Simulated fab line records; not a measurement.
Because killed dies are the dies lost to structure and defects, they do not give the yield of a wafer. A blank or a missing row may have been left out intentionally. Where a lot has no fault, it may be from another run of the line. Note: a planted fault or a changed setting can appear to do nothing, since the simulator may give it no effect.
fab line records	flow nand_harc
record: lots: 6	wafers: 18	last_day: 34
route steps=1302 shown A_WL_FILL@954 END@1302
lots that met no fault: taken from a fault-free run of the same line
start_h: the number of hours between the record's first day and the start of the first shown wafer of the lot	wait_h: time in hours since the lot's previous step	" identical to the entry in the row above	L1.1+2: a single row standing in for several wafers	- no value, or no start given	* or withheld: withheld	< > ~ a bound
route shown NAME@n: NAME is a module with steps in the file, n the number in the route of the first one	usual: the fault-free wafers' mean and standard deviation	same: alike in all rows	chamber/n: place in a boat	sites: per-site readings	_std_site: how widely they spread, as a standard deviation	_edge_site: outer sites' mean less inner sites'	radius_mm: for every site, how far away it sits from the centre of the wafer	mask NAME#n: copy n	behind: the most recent tool/chamber to have shaped the wafer	hold: the reason the lot was held/the length of the hold in hours/how it ended	device: names the non-switching transistor (n, p or np)	end of line: the route-end tests of the same wafers	a step given without rows: its recipe and nothing more	killed: not the wafer's yield, but the dies lost to structure and defects at the first sort	map: a wafer's dies, x killed, . not, _ none there
set.NAME: the setting the step ran with; set.NAME@STEP: the setting that earlier step ran with	model.NAME: the simulator's own value behind a step, which no gauge read
lots at selected steps of the route; one table per step, one row per wafer
services: when a tool's chamber went out of use (start_h, in hours from the record's first day, below 0 if earlier), for how many hours, and the reason
== steps ==
step: NHARC_A_WL_FILL_ALD_02
recipe: target_thk_a: 20	pulse_time_s: 3	ald_cycles: 100	temp_c: 450	material: TiN
step: NHARC_A_WL_FILL_CVD_03
recipe: target_thk_a: 400	temp_c: 300	pressure_torr: 40	wf6_flow_sccm: 40	h2_flow_sccm: 1600	ar_flow_sccm: 1560	time_s: 279	material: W
usual: chamber_pressure_Torr: 40.00/0.079	heater_power_outer_w: 265/40	heater_power_w: 457/51	throttle_valve_pct: 7.93/0.29
lot.wafer	tool	chamber	start_h	wait_h	chamber_pressure_Torr	heater_power_outer_w	heater_power_w	throttle_valve_pct
L285.1	cvd_w-01	1	467.42	0.1	39.92	318	513	7.49
L285.2	"	0	"	"	40.04	236	445	7.39
L285.4	"	1	"	"	40.03	305	506	8.05
L284.2	cvd_w-01	0	471.99	0.1	40.00	234	437	7.80
L284.3	"	0	"	"	39.91	251	448	7.45
L284.5	"	1	"	"	39.97	301	492	7.79
L294.2	cvd_w-02	1	576.61	0.1	40.03	246	450	7.99
L294.1	"	0	"	"	40.03	228	385	8.06
L294.6	"	1	"	"	39.89	243	439	8.24
L295.2	cvd_w-02	1	585.68	0.1	40.01	242	438	8.14
L295.1	"	0	"	"	40.05	226	392	8.44
L295.6	"	0	"	"	39.96	234	391	8.34
L302.3	cvd_w-01	1	638.61	0.7	39.96	319	542	7.93
L302.4	"	0	"	"	39.84	252	443	7.85
L302.6	"	0	"	"	39.86	252	449	7.78
L307.1	cvd_w-01	1	703.57	0.1	40.00	335	546	7.89
L307.3	"	0	"	"	40.09	259	445	7.62
L307.4	"	1	"	"	40.03	331	531	8.10
step: NHARC_A_WL_FILL_ETCHBACK_04
recipe: target_depth_a: 600	time_s: 120	chemistry: NF3
usual: drypump_motor_current_A: 5.9/0.41	he_backside_leak_sccm: 3.22/0.2	oes_product_au: 1.000/0.012	run_length_s: 141.3/0.43
lot.wafer	tool	chamber	start_h	wait_h	drypump_motor_current_A	he_backside_leak_sccm	oes_product_au	rf_hours_counter_h	run_length_s
L285.1	rie_metal-02	0	467.79	0.3	6.3	3.22	0.996	0.0	141.3
L285.2	"	1	"	"	5.6	3.03	0.994	0.0	140.6
L285.4	"	1	"	"	5.6	3.14	0.997	-	140.8
L284.2	rie_metal-03	1	472.32	0.3	5.9	2.98	1.036	1.4	141.2
L284.3	"	1	"	"	5.9	3.01	1.036	-	141.3
L284.5	"	1	"	"	5.9	3.02	1.029	-	141.8
L294.1	rie_metal-03	0	576.98	0.3	6.4	3.14	0.998	0.9	141.5
L294.2	"	1	"	"	5.9	3.02	1.009	0.9	141.4
L294.6	"	1	"	"	6.0	3.05	1.010	-	141.3
L295.2	rie_metal-01	1	586.05	0.3	5.4	3.38	0.991	0.0	140.9
L295.1	"	0	"	"	5.4	3.04	0.997	0.0	141.7
L295.6	"	0	"	"	5.4	3.37	0.997	-	141.6
L302.4	rie_metal-01	0	638.95	0.2	5.4	3.25	1.004	-	141.9
L302.3	"	1	"	"	5.3	3.47	1.001	-	140.6
L302.6	"	1	"	"	5.3	3.51	0.999	-	140.7
L307.1	rie_metal-01	1	703.92	0.3	5.4	3.48	1.010	1.9	140.7
L307.3	"	0	"	"	5.4	2.90	1.005	-	141.9
L307.4	"	1	"	"	5.4	3.77	1.005	-	140.3
step: NHARC_A_WL_FILL_ETCHBACK_05
recipe: target_depth_a: 220	time_s: 60	temp_c: 40	chemistry: Cl2/BCl3
usual: drypump_motor_current_A: 5.9/0.41	he_backside_leak_sccm: 3.2/0.37	oes_product_au: 1.002/0.012	run_length_s: 81.3/0.45	temp_c: 40.01/0.11
lot.wafer	tool	chamber	start_h	wait_h	drypump_motor_current_A	he_backside_leak_sccm	oes_product_au	rf_hours_counter_h	run_length_s	temp_c
L285.2	rie_metal-02	0	468.03	0.2	6.3	3.1	0.989	0.1	81.2	40.13
L285.1	"	1	"	"	5.6	3.4	0.993	0.1	80.6	40.19
L285.4	"	0	"	"	6.3	3.2	0.992	-	81.3	40.02
L284.2	rie_metal-03	0	472.57	0.2	6.4	3.1	0.986	2.0	81.2	40.04
L284.3	"	0	"	"	6.4	3.1	0.986	-	81.6	39.92
L284.5	"	0	"	"	6.4	3.1	0.988	-	81.4	39.76
L294.1	rie_metal-03	0	577.23	0.2	6.4	3.0	1.001	1.1	81.3	39.86
L294.2	"	1	"	"	5.9	3.1	0.999	1.1	81.3	39.99
L294.6	"	1	"	"	5.9	2.9	1.010	-	81.5	40.20
L295.1	rie_metal-01	1	586.30	0.2	5.4	3.7	1.000	0.1	80.3	40.05
L295.2	"	0	"	"	5.4	2.9	0.998	0.1	81.5	39.98
L295.6	"	0	"	"	5.4	2.9	1.005	-	81.6	40.05
L302.4	rie_metal-01	1	639.15	0.2	5.4	3.5	0.992	-	80.4	39.94
L302.3	"	0	"	"	5.4	3.1	0.999	-	81.7	40.18
L302.6	"	1	"	"	5.4	3.6	1.005	-	81.0	40.10
L307.1	rie_metal-01	0	704.13	0.2	5.4	3.2	1.018	2.0	81.5	40.01
L307.3	"	0	"	"	5.4	3.2	1.020	-	82.1	40.01
L307.4	"	1	"	"	5.3	3.7	1.008	-	80.6	39.79
step: NHARC_A_WL_FILL_STRIP_27
recipe: power_w: 1500	temp_c: 250	time_s: 20	chemistry: N2/H2
usual: drypump_motor_current_A: 6.03/0.13	heater_power_w: 329/33	temp_c: 250.00/0.19
lot.wafer	tool	chamber	start_h	wait_h	drypump_motor_current_A	heater_power_w	rf_hours_counter_h	temp_c
L285.2	plasma_asher-02	0	468.17	0.1	5.81	272	2	250.30
L285.1	"	1	"	"	6.13	360	2	249.85
L285.4	"	1	"	"	6.17	364	-	249.76
L284.2	plasma_asher-01	1	472.72	0.1	6.12	352	23	249.97
L284.3	"	0	"	"	6.06	343	-	250.20
L284.5	"	1	"	"	6.12	340	-	249.95
L294.1	plasma_asher-02	1	577.37	0.1	6.14	354	26	249.85
L294.2	"	0	"	"	5.80	275	26	250.15
L294.6	"	1	"	"	6.12	357	-	250.11
L295.1	plasma_asher-01	1	586.44	0.1	6.12	343	12	250.34
L295.2	"	0	"	"	6.08	349	12	250.15
L295.6	"	1	"	"	6.11	343	-	250.07
L302.4	plasma_asher-01	0	639.31	0.1	6.06	353	-	250.11
L302.3	"	1	"	"	6.12	348	-	250.04
L302.6	"	0	"	"	6.07	346	-	250.33
L307.1	plasma_asher-02	1	704.27	0.1	6.14	340	14	249.89
L307.4	"	1	"	"	6.11	342	-	250.33
L307.3	"	0	"	"	5.81	280	-	249.87
step: NHARC_A_WL_FILL_STRIP_28
recipe: time_s: 1200	temp_c: 72.5	chemistry: post_etch_residue_remover
step: NHARC_A_WL_FILL_PRECLEAN_06
recipe: time_s: 300	chemistry: DIW
step: NHARC_A_WL_FILL_SRD_07
step: NHARC_A_WL_FILL_ANNEAL_08
recipe: temp_c: 450	time_s: 1800
step: NHARC_A_WL_FILL_ALD_10
recipe: target_thk_a: 500	pulse_time_s: 10	ald_cycles: 500	temp_c: 300	material: SiO2
step: NHARC_A_WL_FILL_ETCHBACK_16
recipe: target_depth_a: 1200	time_s: 24	c4f8_flow_sccm: withheld	o2_flow_sccm: 8	ar_flow_sccm: withheld	rf_w: 600	bias_w: 800	chemistry: C4F8/O2/Ar
usual: bias_w: 800.1/2.6	oes_product_au: 0.98/0.036	rf_vpp_V: 723/3.7	run_length_s: 45.3/0.44
lot.wafer	tool	chamber	start_h	wait_h	bias_w	oes_product_au	rf_hours_counter_h	rf_vpp_V	run_length_s
L285.4	rie_diel-10	2	477.88	-	801.6	0.93	0.9	729	45.5
L285.2	"	3	"	"	797.8	0.91	0.9	726	46.1
L285.1	"	0	"	"	799.6	0.93	0.8	720	45.5
L284.3	rie_diel-09	0	482.63	-	797.0	0.97	7.9	719	46.0
L284.2	"	1	"	"	798.9	0.98	7.2	723	45.0
L284.5	"	3	"	"	799.9	0.98	-	726	45.0
L294.1	rie_diel-10	2	588.75	-	796.8	0.95	3.8	728	52.9
L294.2	"	1	"	"	799.9	0.93	3.8	722	52.2
L294.6	"	3	"	"	799.8	0.91	-	726	53.3
L295.1	rie_diel-10	1	595.97	-	798.9	0.94	4.3	721	52.7
L295.2	"	2	"	"	804.5	0.93	4.1	728	52.9
L295.6	"	1	"	"	799.2	0.92	-	722	52.5
L302.4	rie_diel-09	0	651.49	-	798.3	1.02	7.0	720	45.5
L302.3	"	2	"	"	795.4	1.02	7.3	722	44.8
L302.6	"	3	"	"	804.1	1.01	-	728	45.4
L307.3	rie_diel-06	1	720.92	-	798.7	0.92	2.0	716	45.1
L307.1	"	2	"	"	801.0	0.91	2.1	717	44.9
L307.4	"	3	"	"	801.4	0.91	1.8	723	45.0
step: NHARC_A_WL_FILL_STRIP_29
recipe: time_s: 20	o2_flow_sccm: 500	ar_flow_sccm: 0	bias_w: 0	chemistry: O2
usual: drypump_motor_current_A: 5.5/0.5	o2_flow_sccm: 500.2/1.5	oes_product_au: 1.001/0.012	rf_vpp_V: 57.7/0.84	showerhead_plenum_p_Torr: 3.51/0.11	throttle_valve_pct: 17.036/0.011
same: bias_w: 0
lot.wafer	tool	chamber	start_h	wait_h	drypump_motor_current_A	o2_flow_sccm	oes_product_au	rf_hours_counter_h	rf_vpp_V	showerhead_plenum_p_Torr	throttle_valve_pct
L285.1	rie_diel-10	2	477.98	0.1	5.3	498.9	1.013	0.9	57.8	3.69	17.039
L285.4	"	3	"	"	4.8	502.9	0.982	0.9	57.3	3.61	17.027
L285.2	"	0	"	"	5.7	500.2	0.991	0.8	56.9	3.44	17.022
L284.3	rie_diel-09	3	482.72	0.1	4.9	502.4	0.992	7.3	57.7	3.69	17.044
L284.2	"	1	"	"	5.6	499.1	0.983	7.2	57.5	3.47	17.032
L284.5	"	3	"	"	4.9	498.0	0.992	-	57.9	3.69	17.044
L294.1	rie_diel-10	1	588.85	0.1	5.7	497.1	0.999	3.8	59.1	3.48	17.054
L294.2	"	0	"	"	5.7	500.6	1.009	4.1	56.9	3.44	17.024
L294.6	"	2	"	"	5.2	500.0	1.023	-	58.8	3.69	17.031
L295.1	rie_diel-10	0	596.06	0.1	5.7	500.5	1.002	4.5	58.7	3.44	17.043
L295.2	"	2	"	"	5.3	502.0	1.003	4.1	58.5	3.69	17.050
L295.6	"	0	"	"	5.7	500.9	0.991	-	58.2	3.44	17.038
L302.3	rie_diel-09	3	651.57	0.1	4.9	499.8	1.008	5.8	57.7	3.69	17.025
L302.4	"	0	"	"	5.5	499.5	1.003	7.0	58.1	3.43	17.067
L302.6	"	0	"	"	5.5	499.9	1.006	-	56.9	3.43	17.050
L307.3	rie_diel-06	3	721.02	0.1	6.1	501.4	0.994	1.8	57.4	3.53	17.026
L307.4	"	1	"	"	4.7	499.0	1.014	2.1	58.0	3.35	17.043
L307.1	"	2	"	"	5.7	500.4	0.977	2.1	55.8	3.37	17.031
step: NHARC_END_SORT_01
recipe: temp_c: 25
usual: killed_at_array: 55/19	killed_at_other: 0.9/1.4	killed_at_periphery: 3.8/2.9	killed_dies: 60/19	killed_open: 3.3/1.8	killed_short: 2.6/1.6
same: gross_dies: 677
lot.wafer	tool	chamber	start_h	wait_h	killed_at_array	killed_at_other	killed_at_periphery	killed_dies	killed_open	killed_short
L295.1	prober-02	0	687.42	2.5	73	1	4	78	5	3
L295.2	prober-02	0	688.21	2.8	64	3	3	70	2	2
L295.6	prober-02	0	691.35	3.9	60	1	4	65	4	4
killed by level:class
L295.1 A_CHANNEL_HOLE_D1:chamber_film_flake=29 A_SLIT:chamber_film_flake=24 A_WL_FILL:chamber_film_flake=5 P_GATE:chamber_film_flake=3 A_ONON_D1:geometric_particle:open=2 A_BLC:geometric_particle:open=2 A_STAIRCASE:chamber_film_flake=2 A_CONTACT:chamber_film_flake=2
L295.2 A_CHANNEL_HOLE_D1:chamber_film_flake=37 A_SLIT:chamber_film_flake=18 THIN_TSV:chamber_film_flake=3 A_STAIRCASE:chamber_film_flake=2 A_CONTACT:chamber_film_flake=2 P_ZERO_WELL:geometric_particle:short=1 A_DECK1_JOINT:geometric_particle:open=1 A_CHANNEL_FILL_D2:geometric_particle:open=1
L295.6 A_CHANNEL_HOLE_D1:chamber_film_flake=26 A_SLIT:chamber_film_flake=19 A_CHANNEL_FILL_D1:chamber_film_flake=4 A_ONON_D1:geometric_particle:short=3 P_M1:chamber_film_flake=2 A_CONTACT:chamber_film_flake=2 P_M0:geometric_particle:open=1 A_SOURCE_PLATE:geometric_particle:open=1
== services ==
tool	chamber	start_h	hours	kind
plasma_asher-02	-	447.84	9.0	pm
cvd_w-02	-	450.15	13.0	pm
rie_metal-02	-	454.00	9.0	pm
rie_diel-09	-	497.10	9.0	pm
plasma_asher-02	-	513.49	2.5	repair
plasma_asher-01	-	519.00	9.0	pm
rie_metal-03	-	519.00	9.0	pm
rie_diel-10	-	546.71	0.5	repair
cvd_w-01	-	547.00	13.0	pm
rie_diel-10	1	548.95	2.2	repair
rie_metal-01	-	561.58	0.3	repair
rie_metal-01	-	575.00	9.0	pm
rie_metal-01	-	593.05	0.3	repair
rie_diel-10	-	596.50	9.0	pm
rie_diel-10	2	608.18	25.9	repair
plasma_asher-02	-	619.13	0.3	repair
rie_diel-10	0	619.89	3.8	repair
plasma_asher-02	-	624.94	9.0	pm
rie_diel-10	-	631.32	5.1	repair
plasma_asher-02	-	635.69	4.3	repair
rie_diel-09	-	674.10	9.0	pm
rie_diel-09	2	690.36	8.0	repair
plasma_asher-01	-	696.00	9.0	pm
rie_metal-03	-	696.00	9.0	pm
== key ==
first_sign: step: NHARC_A_WL_FILL_ETCHBACK_16	reading: run_length_s	direction: up	sigmas: 17	usual: *	struck: *
effect none on later readings
met_at NHARC_A_WL_FILL_ETCHBACK_16
struck_wafers L294.1,L294.2,L294.6,L295.1,L295.2,L295.6
tester_left_out L294,L295
onset_between 477.88 588.75
fault: kind: process_parameter_drift	tool: rie_diel-10	chamber: -	onset_h: 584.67	steps: NHARC_A_WL_FILL_ETCHBACK_16	channel: time_s	offset: *	shape: step	end_h: 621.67	acts_in: *	stated: *
tester_left_out: of these lots the tester's yield and bins aren't shown, on N5 and GAA mostly nor the transistor test; their killed dies are dies lost to structure and defects alone, not to doping, threshold or leakage, so they don't give the yield
